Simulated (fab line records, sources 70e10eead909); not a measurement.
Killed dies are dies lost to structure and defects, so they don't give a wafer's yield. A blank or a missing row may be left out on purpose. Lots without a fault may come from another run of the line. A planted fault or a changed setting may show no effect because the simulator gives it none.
Tool commonality check | flow nand_harc | 8 lots, 24 wafers sampled

WHY IT WAS OPENED
At NHARC_END_SORT_01 the reading killed_at_periphery is flagged on 2 of 8 lots. Wafers without a fault read 3.3, standard deviation 2.8.
Rule: a lot is flagged when every wafer of it that has a number lies more than 4 standard deviations from that mean, or none has a number. The other lots count as sound.

lot  | measured     | on        | killed_at_periphery, wafer by wafer | flag
L332 | day 19 16:32 | prober-02 | 1 1 1                               |
L337 | day 20 12:49 | prober-02 | 657 656 660                         | FLAGGED
L339 | day 20 20:59 | prober-01 | 665 670 663                         | FLAGGED
L348 | day 24 01:06 | prober-01 | 1 3 1                               |
L347 | day 24 01:09 | prober-02 | 4 0 0                               |
L350 | day 24 08:58 | prober-02 | 1 0 0                               |
L351 | day 24 17:31 | prober-02 | 0 2 2                               |
L352 | day 25 01:14 | prober-02 | 1 2 2                               |
The numbers of the flagged lots are 661.8 on average: +658.5 against the usual, or +99 or more standard deviations.

WHICH TOOL RAN EACH LOT
The record holds 3 process steps before the reading, out of a route of 1159 steps. In each cell: the tool, then ch and the chambers that the sampled wafers went through, then the start.
lot  | flag    | NHARC_P_ZERO_WELL_DESCUM_54       | NHARC_P_ZERO_WELL_STRIP_56         | NHARC_P_STI_ETCH_15
L332 |         | rie_diel-12 ch 0,1,2, day 1 17:59 | wet_bench-05 ch 1,2,3, day 1 18:31 | rie_si-06 ch 1,2, day 2 14:07
L337 | FLAGGED | rie_diel-12 ch 2,3, day 2 23:49   | wet_bench-05 ch 2,4,7, day 3 00:22 | no row
L339 | FLAGGED | rie_diel-08 ch 0,3, day 3 11:49   | wet_bench-05 ch 4,5,6, day 3 12:22 | no row
L348 |         | rie_diel-12 ch 1,3, day 5 17:41   | wet_bench-05 ch 1,4,5, day 5 18:13 | rie_si-04 ch 0,2,3, day 6 13:31
L347 |         | rie_diel-11 ch 0,2, day 5 12:05   | wet_bench-05 ch 2,4,5, day 5 12:37 | rie_si-03 ch 1,2,3, day 6 13:23
L350 |         | rie_diel-11 ch 0,1,2, day 6 06:02 | wet_bench-04 ch 1,3,4, day 6 06:35 | rie_si-06 ch 0,1,3, day 6 21:18
L351 |         | rie_diel-11 ch 1,2,3, day 6 11:46 | wet_bench-05 ch 1,5,6, day 6 12:18 | rie_si-06 ch 0,1,3, day 7 05:14
L352 |         | rie_diel-12 ch 2,3, day 6 17:39   | wet_bench-04 ch 0,1,5, day 6 18:11 | rie_si-06 ch 0,2,3, day 7 11:25
What these steps do:
- NHARC_P_ZERO_WELL_DESCUM_54: chemistry O2, time 3 s.
- NHARC_P_ZERO_WELL_STRIP_56: strips in SPM, time 840 s.
- NHARC_P_STI_ETCH_15: etches the open film in HBr/Cl2, target depth 300 nm, time 100.1 s.
- NHARC_END_SORT_01

FLAGGED OVER TOTAL, TOOL BY TOOL (the gauges that took the reading come last)
step                        | tool         | lots run | flagged | share of the flagged lots | sound lots run after its first flagged lot
NHARC_P_ZERO_WELL_DESCUM_54 | rie_diel-08  | 1        | 1       | some                      | 0
NHARC_P_ZERO_WELL_DESCUM_54 | rie_diel-11  | 3        | 0       | none                      | -
NHARC_P_ZERO_WELL_DESCUM_54 | rie_diel-12  | 4        | 1       | some                      | 2 (L348,L352)
NHARC_P_ZERO_WELL_STRIP_56  | wet_bench-04 | 2        | 0       | none                      | -
NHARC_P_ZERO_WELL_STRIP_56  | wet_bench-05 | 6        | 2       | all                       | 3 (L347,L348,L351)
NHARC_P_STI_ETCH_15         | rie_si-03    | 1        | 0       | none                      | -
NHARC_P_STI_ETCH_15         | rie_si-04    | 1        | 0       | none                      | -
NHARC_P_STI_ETCH_15         | rie_si-06    | 4        | 0       | none                      | -
NHARC_END_SORT_01           | prober-01    | 2        | 1       | some                      | 1 (L348)
NHARC_END_SORT_01           | prober-02    | 6        | 1       | some                      | 4 (L347,L350,L351,L352)

WHAT THE TABLE ALLOWS
1 row of the table ran every flagged lot: wet_bench-05 at NHARC_P_ZERO_WELL_STRIP_56.
- wet_bench-05 at NHARC_P_ZERO_WELL_STRIP_56: 2 of its 6 lots flagged. Sound lots ran on it after the first flagged one (L347, L348, L351), which a lasting fault on the whole tool wouldn't allow. On the flagged lots its readings are blank where sound lots have values: bath_guard_temp_C, bath_heat_duty_pct, temp_c.
No row of the table ran every flagged lot and no sound lot after the first.

WHAT THE SIMULATOR HAD PUT IN
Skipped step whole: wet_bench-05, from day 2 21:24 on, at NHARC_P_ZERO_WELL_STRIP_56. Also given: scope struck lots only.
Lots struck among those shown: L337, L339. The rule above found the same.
